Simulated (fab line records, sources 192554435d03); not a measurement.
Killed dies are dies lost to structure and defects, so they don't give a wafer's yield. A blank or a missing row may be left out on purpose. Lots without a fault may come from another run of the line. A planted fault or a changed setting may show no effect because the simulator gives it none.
Chamber matching | flow n5_finfet | N5_SDB_ALD_29 on ald_sin-02: 4 sister chambers
The step deposits SiNx, target thk 30 nm, pulse time 1 s, ald cycles 600. 8 wafers are shown with their chamber, then 11 later ones without.

WAFERS WITH THEIR CHAMBER
wafer  | chamber | heater_power_w (W) | precursor_pulse_height_rel
L082.4 | 0       | 850                | 1.015
L083.4 | 2       | 913                | 1.008
L087.2 | 3       | 868                | 0.983
L087.3 | 0       | 850                | 0.998
L087.5 | 3       | 853                | 1.029
L088.1 | 2       | 916                | 1.020
L088.5 | 1       | 849                | 1.012
L093.3 | 1       | 852                | 1.020

WAFERS WITHOUT THEIR CHAMBER
wafer  | heater_power_w (W) | precursor_pulse_height_rel
L093.5 | 920                | 1.029
L093.6 | 851                | 0.995
L094.1 | 864                | 0.997
L094.4 | 817                | 1.015
L094.5 | 866                | 0.995
L096.1 | 873                | 1.016
L096.2 | 852                | 1.003
L096.4 | 812                | 1.017
L097.2 | 877                | 0.963
L097.4 | 905                | 1.017
L097.5 | 886                | 0.993

WHICH CHAMBER EACH WENT THROUGH
wafer  | from the rows above               | in truth
L093.5 | 2                                 | 2
L093.6 | can't be placed: 0 or 1 or 3      | 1
L094.1 | can't be placed: 3 or 0 or 1      | 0
L094.4 | can't be placed: 0 or 1 or 3      | 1
L094.5 | can't be placed: 3 or 0 or 1      | 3
L096.1 | can't be placed: 3 or 1 or 0      | 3
L096.2 | can't be placed: 0 or 1 or 3      | 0
L096.4 | can't be placed: 0 or 1 or 3      | 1
L097.2 | can't be placed: 3 or 0 or 1      | 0
L097.4 | 2                                 | 2
L097.5 | can't be placed: 3 or 2 or 1 or 0 | 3
Placed correctly: 2 of 11. Can't be placed from these rows: 9 (the true chamber is among the candidates in 9). Placed wrongly: 0.
How it was worked out, from the rows above alone: a wafer's distance from a chamber is the root of the sum, over the readings, of the square of ((its reading less the chamber's mean) divided by the reading's scatter). The wafer belongs to the nearest chamber; if the next one is less than 2 further off, it can't be placed. A chamber's mean is the mean of its shown wafers. The scatter: the root of (the sum of the squares of (reading less its chamber's mean) over the shown wafers, divided by (wafers less chambers)).
